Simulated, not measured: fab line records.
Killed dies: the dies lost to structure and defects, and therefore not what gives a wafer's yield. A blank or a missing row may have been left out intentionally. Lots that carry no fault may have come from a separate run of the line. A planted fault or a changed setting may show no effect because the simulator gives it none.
A struck lot beside a sound one	flow nand harc	15 out of 1302 route steps
Sound: the wafers L350.2, L350.5, L350.6. Wafers L353.1, L353.2, L353.4 were the ones struck. Last of all comes the cause.
At each step with rows: each side's tool, then ch and its chambers, then its first start. Under that, the readings that differ: sound wafers	struck wafers	difference of the means	sigmas: that difference in standard deviations of wafers without a fault.
alike: readings whose means differ by less than 2 such deviations, and words and numbers that are the same on both sides. not compared: withheld readings, readings that some wafer has no value for, bounds like >300 that may hide the same value, and numbers for which the record gives no deviation and whose values overlap.
A row with sigmas, a row that says differs or no value, or rows on one side alone: a step with any of these is where the two part. Numbers that don't overlap but have no deviation are shown without sigmas and don't part them. A reading that every wafer of one side lacks parts them only if that side has two wafers or more.

NHARC_THIN_TSV_DEP_43: deposits SiO2, target thk 1328.5 nm.
  sound on pecvd-02 ch 0,1,2, day 29 01:56; struck on pecvd-01 ch 0,1, day 29 14:32
  alike: chamber pressure Torr, throttle valve pct
then, 8 steps without rows for these wafers: NHARC_THIN_TSV_DEHYDRATE_04 (time 120 s); NHARC_THIN_TSV_HMDS_05 (time 30 s); NHARC_THIN_TSV_COAT_06; NHARC_THIN_TSV_SOFTBAKE_07 (time 95 s); NHARC_THIN_TSV_EBR_08; NHARC_THIN_TSV_EXPOSE_09 (exposes mask TSV); NHARC_THIN_TSV_PEB_10 (peb time 85 s); NHARC_THIN_TSV_DEVELOP_11 (time 70 s).
NHARC_THIN_TSV_CD_MEAS_12: the cd target is 1000 nm.
  sound on cd sem-02 ch 0, day 29 02:44; struck on cd sem-01 ch 0, day 29 15:11
  alike: cd nm
then, 1 step without rows for these wafers: NHARC_THIN_TSV_HARDBAKE_13 (time 80 s).
NHARC_THIN_TSV_DESCUM_14: chemistry O2, time 3 s.
  sound on rie diel-10 ch 1,2,3, day 29 02:54; struck on rie diel-10 ch 1,2,3, day 29 15:21
  alike: drypump motor current A, oes product au, rf vpp V, showerhead plenum p Torr, throttle valve pct
  not compared: rf hours counter h
NHARC_THIN_TSV_ETCH_44: etches the open film in CF4/O2, target depth 1594.2 nm, time 797.1 s.
  sound on rie diel-10 ch 0,1, day 29 02:58; struck on rie diel-10 ch 1,2,3, day 29 15:29
  no value came back on the struck wafers for any of 7 readings (bias w (W), cf4 flow sccm (sccm) and others); on the sound wafers bias w (W) reads 800.0 800.6 799.0
  not compared: rf hours counter h
NHARC_THIN_TSV_ETCH_15: target depth 3000 nm, bosch target overetch cycles 2, bosch etch step 2.8 s.
  sound on rie si-03 ch 1,2, day 29 03:32; struck on rie si-06 ch 1,2,3, day 29 16:01
  alike: drypump motor current A
  not compared: rf hours counter h
then, 1 step without rows for these wafers: NHARC_END_SORT_01.

== WHERE THEY PART ==
NHARC_THIN_TSV_ETCH_44 only, going by this record. Later steps at which nothing parts them and some readings are alike: NHARC_THIN_TSV_ETCH_15.

WHY: what the simulator had put in
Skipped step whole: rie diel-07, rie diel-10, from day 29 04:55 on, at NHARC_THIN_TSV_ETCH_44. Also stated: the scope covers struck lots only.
